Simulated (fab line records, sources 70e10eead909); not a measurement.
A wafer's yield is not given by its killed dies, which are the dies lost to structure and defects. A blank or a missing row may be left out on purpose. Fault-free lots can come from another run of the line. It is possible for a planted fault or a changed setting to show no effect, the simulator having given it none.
fab line records ; flow nand-harc
record: lots: 5; wafers: 15; last-day: 24
route steps=1159 shown P_GATE@155 END@1159
lots that met no fault: from a run of the same line without faults
start-h: the number of hours between the record's first day and the start of the first shown wafer of the lot ; wait-h: hours elapsed since this lot's preceding step ; " identical to the entry in the row above ; L1.1+2: several wafers, shown together as one row ; - no value, or no start given ; * or withheld: withheld ; < > ~ a bound
route shown NAME@n: a module of which the file shows steps, and the number in the route of the first ; usual: the fault-free wafers' mean and standard deviation ; same: alike in all rows ; chamber/n: place in a boat ; sites: per-site readings ; _std_site: standard deviation across them ; _edge_site: mean of outer sites minus mean of inner sites ; radius-mm: for every site, how far away it sits from the centre of the wafer ; mask NAME#n: copy n ; behind: the tool/chamber that last shaped the wafer ; hold: why the lot went on hold/how many hours it stayed there/how the hold came to an end ; device: the transistor (n, p or np) that didn't switch ; end of line: tests of these same wafers at the route's end ; a step without rows: its recipe alone ; killed: count of dies lost to structure and defects at first sort (not the wafer's yield) ; map: dies across one wafer; x = killed, . = not, _ = none there
set.NAME: the setting that was run; set.NAME@STEP: the one run at that earlier step ; model.NAME: the simulator's own value behind a step, which no gauge read
a table for each step, a row for each wafer; lots at some steps of the route
services: a tool's chamber out of use, with start hour (start-h, from the record's first day; less than 0 if before it), hours out, and reason
== steps ==
step: NHARC_P_GATE_ALD_36
recipe: target-thk-a: 200; pulse-time-s: 60; ald-cycles: 223; temp-c: 400; material: SiNx
usual: heater-power-outer-w: 506/48; heater-power-w: 826/79; precursor-pulse-height-rel: 1.000/0.019
lot.wafer;tool;chamber;start-h;wait-h;heater-power-outer-w;heater-power-w;precursor-pulse-height-rel
L497.2;ald-sin-01;0;116.14;-;505;826;0.987
L497.4;ald-sin-01;1;117.19;-;507;916;1.026
L497.5;ald-sin-01;1;121.42;-;511;923;1.025
L500.1;ald-sin-01;2;135.91;-;561;848;1.031
L500.5;ald-sin-01;1;139.07;-;493;924;1.008
L500.6;ald-sin-01;2;140.12;-;557;889;1.009
L508.4;ald-sin-03;0;169.59;-;478;741;1.015
L508.2;ald-sin-03;1;170.66;-;567;906;1.028
L508.1;ald-sin-03;2;171.73;-;561;894;0.992
L515.3;ald-sin-01;0;217.37;-;528;840;0.984
L515.1;ald-sin-01;1;218.42;-;493;874;1.016
L515.2;ald-sin-01;2;219.47;-;534;863;0.974
L514.3;ald-sin-03;2;219.37;-;556;900;1.022
L514.6;ald-sin-03;0;221.46;-;489;735;0.997
L514.5;ald-sin-03;1;222.51;-;567;943;1.003
step: NHARC_P_GATE_ETCHBACK_37
recipe: target-depth-a: 345; time-s: 17.2; chf3-flow-sccm: 50; o2-flow-sccm: 10; ar-flow-sccm: 200; rf-w: 500; bias-w: 200; chemistry: CHF3/O2
usual: drypump-motor-current-A: 5.7/0.36; oes-product-au: 0.94/0.032; rf-vpp-V: 370.1/2.6; showerhead-plenum-p-Torr: 2.38/0.11; throttle-valve-pct: 20.572/0.0092
lot.wafer;tool;chamber;start-h;wait-h;drypump-motor-current-A;oes-product-au;rf-hours-counter-h;rf-vpp-V;showerhead-plenum-p-Torr;throttle-valve-pct
L497.4;rie-diel-03;1;-;-;6.4;0.92;8;368.1;2.26;20.583
L497.2;rie-diel-03;2;-;-;5.7;0.92;13;373.8;2.56;20.574
L497.5;rie-diel-03;3;-;-;5.3;0.93;-;367.0;2.24;20.574
L500.1;rie-diel-03;1;-;-;6.4;0.93;12;366.9;2.26;20.587
L500.5;rie-diel-03;1;-;-;6.4;0.93;-;368.0;2.26;20.566
L500.6;rie-diel-03;2;-;-;5.7;0.94;-;372.7;2.56;20.564
L508.2;rie-diel-13;2;-;-;5.3;0.93;29;371.5;2.49;20.560
L508.1;rie-diel-13;3;-;-;6.1;0.92;28;367.8;2.25;20.574
L508.4;rie-diel-13;0;-;-;5.6;0.94;25;371.4;2.42;20.580
L514.3;rie-diel-13;2;-;-;5.3;0.92;47;373.0;2.49;20.571
L514.6;rie-diel-13;2;-;-;5.3;0.92;-;372.8;2.49;20.563
L514.5;rie-diel-13;3;-;-;6.1;0.91;-;364.9;2.24;20.582
L515.2;rie-diel-05;1;-;-;5.6;0.92;22;368.9;2.31;20.561
L515.1;rie-diel-05;3;-;-;5.3;0.99;18;372.8;2.47;20.582
L515.3;rie-diel-05;0;-;-;6.3;0.92;22;370.9;2.42;20.559
step: NHARC_P_GATE_STRIP_101
recipe: time-s: 20; o2-flow-sccm: 500; ar-flow-sccm: 0; bias-w: 0; chemistry: O2
usual: drypump-motor-current-A: 5.7/0.36; oes-product-au: 0.996/0.009; rf-vpp-V: 57.8/0.94; showerhead-plenum-p-Torr: 3.50/0.15; throttle-valve-pct: 17.037/0.0095
lot.wafer;tool;chamber;start-h;wait-h;drypump-motor-current-A;oes-product-au;rf-hours-counter-h;rf-vpp-V;showerhead-plenum-p-Torr;throttle-valve-pct
L497.4;rie-diel-03;3;125.74;0.1;5.3;0.998;14;58.2;3.30;17.023
L497.2;rie-diel-03;1;125.74;0.1;6.4;0.985;8;56.7;3.33;17.035
L497.5;rie-diel-03;3;125.74;0.1;5.3;1.003;-;57.5;3.29;17.045
L500.1;rie-diel-03;2;144.44;0.1;5.7;1.013;16;60.6;3.75;17.036
L500.5;rie-diel-03;2;144.44;0.1;5.7;1.010;-;57.2;3.75;17.047
L500.6;rie-diel-03;3;144.44;0.1;5.3;1.004;-;56.0;3.29;17.049
L508.2;rie-diel-13;3;179.37;0.1;6.1;0.999;28;55.4;3.31;17.031
L508.4;rie-diel-13;0;179.37;0.1;5.6;1.008;25;58.6;3.55;17.038
L508.1;rie-diel-13;1;179.37;0.1;5.8;0.987;25;57.2;3.32;17.014
L514.3;rie-diel-13;0;226.83;0.1;5.6;1.001;44;58.4;3.54;17.038
L514.6;rie-diel-13;0;226.83;0.1;5.6;0.998;-;57.5;3.54;17.055
L514.5;rie-diel-13;1;226.83;0.1;5.8;0.991;-;55.7;3.31;17.044
L515.1;rie-diel-05;1;226.93;0.1;5.6;0.997;22;57.6;3.39;17.039
L515.2;rie-diel-05;2;226.93;0.1;5.7;0.980;17;59.2;3.62;17.043
L515.3;rie-diel-05;3;226.93;0.1;5.3;0.980;18;58.3;3.62;17.027
step: NHARC_P_GATE_PRECLEAN_97
recipe: time-s: 600; temp-c: 120; chemistry: SPM
step: NHARC_P_GATE_SRD_98
step: NHARC_P_GATE_PRECLEAN_99
recipe: time-s: *; temp-c: 50; bath-age-min: 0; chemistry: SC1
step: NHARC_P_GATE_SRD_100
step: NHARC_P_GATE_DEHYDRATE_38
recipe: temp-c: 150; time-s: 120
step: NHARC_P_GATE_HMDS_39
recipe: time-s: 30
step: NHARC_P_GATE_COAT_40
recipe: spin-rpm: 3000
step: NHARC_P_GATE_SOFTBAKE_41
recipe: temp-c: 122; time-s: 95
step: NHARC_P_GATE_EBR_42
step: NHARC_P_GATE_EXPOSE_43
recipe: na: 0.6; target-cd-nm: 720; dose-mj: 14.81; mask-id: P_NSD
usual: exposure-dose-mJ-cm2: 14.813/0.014
lot.wafer;tool;chamber;start-h;wait-h;mask;exposure-dose-mJ-cm2
L497.2;krf-scanner-02;0;126.51;-;P_PSD#0;14.803
L497.4;krf-scanner-02;0;126.51;-;P_PSD#0;14.825
L497.5;krf-scanner-02;0;126.51;-;P_PSD#0;14.839
L500.1;krf-scanner-02;0;145.93;-;P_NSD#0;14.815
L500.5;krf-scanner-02;0;145.93;-;P_NSD#0;14.830
L500.6;krf-scanner-02;0;145.93;-;P_NSD#0;14.857
L508.1;krf-scanner-03;0;180.00;-;P_NSD#0;14.805
L508.2;krf-scanner-03;0;180.00;-;P_NSD#0;14.806
L508.4;krf-scanner-03;0;180.00;-;P_NSD#0;14.785
L514.3;krf-scanner-02;0;227.60;-;P_NSD#0;14.811
L514.5;krf-scanner-02;0;227.60;-;P_NSD#0;14.808
L514.6;krf-scanner-02;0;227.60;-;P_NSD#0;14.822
L515.1;krf-scanner-04;0;227.75;-;P_NSD#0;14.823
L515.2;krf-scanner-04;0;227.75;-;P_NSD#0;14.816
L515.3;krf-scanner-04;0;227.75;-;P_NSD#0;14.822
step: NHARC_P_GATE_PEB_44
recipe: peb-temp-c: 118; peb-time-s: 85
step: NHARC_P_GATE_DEVELOP_45
recipe: time-s: 70
step: NHARC_P_GATE_CD_MEAS_46
recipe: target-cd-nm: 720; landing-energy-ev: 500
usual: cd-nm: 719.4/1.8
lot.wafer;tool;chamber;start-h;wait-h;cd-nm
L497.2;cd-sem-02;0;126.67;-;-
L497.4;cd-sem-02;0;126.67;-;-
L497.5;cd-sem-02;0;126.67;-;-
L500.1;cd-sem-01;0;146.09;-;715.6
L500.5;cd-sem-01;0;146.09;-;718.0
L500.6;cd-sem-01;0;146.09;-;716.5
L508.1;cd-sem-02;0;180.16;-;719.3
L508.2;cd-sem-02;0;180.16;-;720.7
L508.4;cd-sem-02;0;180.16;-;720.7
L514.3;cd-sem-01;0;227.76;-;721.0
L514.5;cd-sem-01;0;227.76;-;720.6
L514.6;cd-sem-01;0;227.76;-;719.2
L515.1;cd-sem-01;0;227.91;-;718.9
L515.2;cd-sem-01;0;227.91;-;715.0
L515.3;cd-sem-01;0;227.91;-;717.6
step: NHARC_P_GATE_HARDBAKE_47
recipe: temp-c: 125; time-s: 80
step: NHARC_END_SORT_01
recipe: temp-c: 25
usual: killed-at-array: 25/9.2; killed-at-other: 0.9/1.3; killed-at-periphery: 3.3/2.3; killed-dies: 29/9.6; killed-open: 3.2/1.8; killed-short: 2/1.4
same: gross-dies: 677
lot.wafer;tool;chamber;start-h;wait-h;killed-at-array;killed-at-other;killed-at-periphery;killed-dies;killed-open;killed-short
L497.2;prober-01;0;451.94;2.8;33;0;644;677;5;2
L497.4;prober-01;0;453.57;3.4;28;0;649;677;3;2
L497.5;prober-01;0;454.38;3.8;25;1;651;677;4;0
killed by level:class
L497.2 P_GATE:area-expose=640 A_CHANNEL_HOLE_D1:chamber-film-flake=11 A_STAIRCASE:chamber-film-flake=7 A_SLIT:chamber-film-flake=7 P_CONTACT:geometric-particle:open=2 A_ONON_D1:geometric-particle:open=2 A_WL_FILL:chamber-film-flake=2 P_M0:geometric-particle:open=1
L497.4 P_GATE:area-expose=647 A_CHANNEL_HOLE_D1:chamber-film-flake=15 A_SLIT:chamber-film-flake=8 A_WL_FILL:geometric-particle:short=2 P_M0:geometric-particle:open=1 A_ONON_D1:geometric-particle:open=1 A_BLC:geometric-particle:open=1 P_ZERO_WELL:chamber-film-flake=1
L497.5 P_GATE:area-expose=649 A_CHANNEL_HOLE_D1:chamber-film-flake=12 A_SLIT:chamber-film-flake=5 A_STAIRCASE:chamber-film-flake=3 A_CONTACT:geometric-particle:open=2 A_CONTACT:chamber-film-flake=2 P_CONTACT:geometric-particle:open=1 P_M0:geometric-particle:open=1
map L497.2 (x killed, . not)
____________x____________
_________xxxxxxx_________
_______xxxxxxxxxxx_______
______xxxxxxxxxxxxx______
_____xxxxxxxxxxxxxxx_____
____xxxxxxxxxxxxxxxxx____
____xxxxxxxxxxxxxxxxx____
___xxxxxxxxxxxxxxxxxxx___
___xxxxxxxxxxxxxxxxxxx___
__xxxxxxxxxxxxxxxxxxxxx__
__xxxxxxxxxxxxxxxxxxxxx__
_xxxxxxxxxxxxxxxxxxxxxxx_
_xxxxxxxxxxxxxxxxxxxxxxx_
_xxxxxxxxxxxxxxxxxxxxxxx_
_xxxxxxxxxxxxxxxxxxxxxxx_
_xxxxxxxxxxxxxxxxxxxxxxx_
xxxxxxxxxxxxxxxxxxxxxxxxx
xxxxxxxxxxxxxxxxxxxxxxxxx
xxxxxxxxxxxxxxxxxxxxxxxxx
xxxxxxxxxxxxxxxxxxxxxxxxx
xxxxxxxxxxxxxxxxxxxxxxxxx
_xxxxxxxxxxxxxxxxxxxxxxx_
_xxxxxxxxxxxxxxxxxxxxxxx_
_xxxxxxxxxxxxxxxxxxxxxxx_
_xxxxxxxxxxxxxxxxxxxxxxx_
_xxxxxxxxxxxxxxxxxxxxxxx_
__xxxxxxxxxxxxxxxxxxxxx__
__xxxxxxxxxxxxxxxxxxxxx__
___xxxxxxxxxxxxxxxxxxx___
___xxxxxxxxxxxxxxxxxxx___
____xxxxxxxxxxxxxxxxx____
____xxxxxxxxxxxxxxxxx____
_____xxxxxxxxxxxxxxx_____
______xxxxxxxxxxxxx______
_______xxxxxxxxxxx_______
_________xxxxxxx_________
____________x____________
map L514.5 (x killed, . not)
____________.____________
_________..x...._________
_______..........._______
______....x........______
_____...........x..._____
____..............x..____
____.................____
___...................___
___...................___
__.........x...........__
__................x....__
_.......x.x............._
_......................._
_.........x.....x......._
_....x..x...x.....x....._
_..........x............_
.........x..x......x.....
.........................
...................x.....
.........................
.........................
_......................._
_.x....................._
_......................._
_.....................xx_
_......................._
__.....................__
__.....................__
___.........x...x.x...___
___.........xxx.x..x..___
____........x.xxxx...____
____....x...x.xx.....____
_____........x.x...._____
______........xxxx.______
_______...x..xx.x._______
_________.xxxx.._________
____________x____________
== services ==
tool;chamber;start-h;hours;kind
krf-scanner-04;-;92.55;7.0;repair
rie-diel-03;0;96.30;-;clean
rie-diel-03;1;96.30;-;clean
rie-diel-03;2;96.30;-;clean
rie-diel-03;3;96.30;-;clean
rie-diel-13;-;99.17;9.0;pm
rie-diel-13;1;113.80;4.9;repair
ald-sin-03;-;120.28;1.8;repair
rie-diel-03;2;130.39;2.0;repair
rie-diel-05;2;134.26;2.8;repair
rie-diel-05;2;142.12;15.8;repair
krf-scanner-04;-;144.98;4.0;pm
rie-diel-05;-;149.34;1.9;repair
rie-diel-05;-;163.61;9.0;pm
krf-scanner-02;-;169.19;0.2;repair
ald-sin-03;2;184.59;13.9;repair
krf-scanner-03;-;185.30;4.0;pm
krf-scanner-04;-;200.36;0.7;repair
rie-diel-13;3;205.91;4.2;repair
rie-diel-13;1;206.20;2.9;repair
krf-scanner-04;-;207.71;0.4;repair
krf-scanner-02;-;210.04;4.0;pm
rie-diel-05;3;215.20;4.7;repair
rie-diel-03;-;215.30;9.0;pm
== key ==
first-sign: step: NHARC_P_GATE_EXPOSE_43; reading: mask; direction: changed
effect: step: NHARC_P_GATE_CD_MEAS_46; reading: cd-nm; direction: missing
effect: step: NHARC_END_SORT_01; reading: killed-at-periphery; direction: up; sigmas: 99+; usual: 3.3; struck: 648
more-kills-born-at: NHARC_P_GATE_EXPOSE_43@krf-scanner-02: 1936
met-at NHARC_P_GATE_EXPOSE_43
struck-wafers L497.2,L497.4,L497.5
later-rows-left-out L497.2,L497.4,L497.5
tester-left-out L497
fault: kind: wrong-mask; tool: any; chamber: -; onset-h: 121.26; steps: NHARC_P_GATE_EXPOSE_43; aux-copy: P_PSD#0; scope: struck-lots-only
tester-left-out: of these lots the tester's yield and bins aren't shown, on N5 and GAA mostly nor the transistor test; their killed dies are dies lost to structure and defects alone, not to doping, threshold or leakage, so they don't give the yield
later-rows-left-out: the simulator's readings of these wafers behind a module that went badly wrong aren't trusted and aren't shown, but for the sort
